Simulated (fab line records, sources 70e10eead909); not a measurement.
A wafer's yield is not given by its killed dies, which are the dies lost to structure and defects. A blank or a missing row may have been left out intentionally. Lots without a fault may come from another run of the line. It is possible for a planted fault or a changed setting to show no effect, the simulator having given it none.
Struck lot and sound lot, side by side / flow nandHarc / 14 steps out of a route of 1302
Sound: the wafers L145.1, L145.4, L145.6. The struck wafers were L142.2, L142.3, L142.5. Last of all comes the cause.
Per side, at each step with rows, come the tool, then ch with its chambers, and then its first start. Under that, the readings that differ: sound wafers / struck wafers / difference of the means / sigmas: that difference in standard deviations of wafers without a fault.
alike: a reading whose means differ by less than 2 such deviations, as well as words and numbers matching on both sides. not compared: withheld readings; readings where some wafer has no value; bounds like >300 that might hide an equal value; numbers whose values overlap and for which the record gives no deviation.
The two part at a step that has a row with sigmas, a row that says differs or no value, or rows on one side only. Numbers that have no deviation but don't overlap get no sigmas and don't part them. A reading missing from all wafers of one side parts the sides only when that side holds two or more wafers.

NHARC_A_CONTACT_ETCH_106: etches the open film in CF4/O2, target depth 90 nm, overetch 9 nm, time 49.5 s.
  sound on rieDiel-11 ch 0,2,3, day 27 22:59; struck on rieDiel-03 ch 0,3, day 26 17:47
  alike: chamberPressureMTorr, drypumpMotorCurrentA, oes_ar_750_au, oesProductAu, rfVppV, showerheadPlenumPTorr, throttleValvePct
  not compared: rfHoursCounterH
NHARC_A_CONTACT_STRIP_82: strips in O2.
  sound on rieDiel-11 ch 0,1; struck on rieDiel-03 ch 0,2
  alike: chamberPressureMTorr, drypumpMotorCurrentA, oesProductAu, rfVppV, showerheadPlenumPTorr, throttleValvePct
  not compared: rfHoursCounterH
then, 1 step without rows for these wafers: NHARC_A_CONTACT_STRIP_83 (strips in post etch residue remover, time 600 s).
NHARC_A_CONTACT_DEP_84: deposits aC, target thk 2800 nm.
  sound on aclDep-01 ch 0, day 28 00:04; struck on aclDep-02 ch 0, day 27 01:51
reading=susceptorTempC (C); sound=- - -; struck=399.85 399.72 399.41; difference=no value on the sound wafers; sigmas=
  alike: throttleValvePct
NHARC_A_CONTACT_DEP_85: deposits SiON, target thk 60 nm.
  sound on pecvd-01 ch 0,1,2, day 28 01:48; struck on pecvd-03 ch 0,2, day 27 03:18
reading=heaterPowerW (W); sound=734 731 905; struck=543 571 563; difference=-231; sigmas=-3
  alike: showerheadVppV, susceptorTempC
  not compared: sinceWetCleanH
then, 7 steps without rows for these wafers: NHARC_A_CONTACT_DEHYDRATE_00 (time 120 s); NHARC_A_CONTACT_HMDS_01 (time 30 s); NHARC_A_CONTACT_COAT_86 (time 75 s); NHARC_A_CONTACT_COAT_87 (time 65 s); NHARC_A_CONTACT_COAT_02 (resist thk 90 nm); NHARC_A_CONTACT_SOFTBAKE_03 (time 55 s); NHARC_A_CONTACT_EBR_04.
NHARC_A_CONTACT_EXPOSE_05: exposes mask A CC.
  struck on arfiScanner-03, day 27 03:55; sound on arfiScanner-01 ch 0, day 28 02:23
  no value came back on the struck wafers for exposureDoseMJCm2, focusOffsetNm (nm); on the sound wafers exposureDoseMJCm2 reads 84.21 84.18 84.35
  alike: mask
then, 1 step without rows for these wafers: NHARC_A_CONTACT_PEB_06 (peb time 65 s).

WHERE THEY PART
At NHARC_A_CONTACT_DEP_84 first; at NHARC_A_CONTACT_EXPOSE_05 last (within this record only).

WHY: whatever the simulator had introduced
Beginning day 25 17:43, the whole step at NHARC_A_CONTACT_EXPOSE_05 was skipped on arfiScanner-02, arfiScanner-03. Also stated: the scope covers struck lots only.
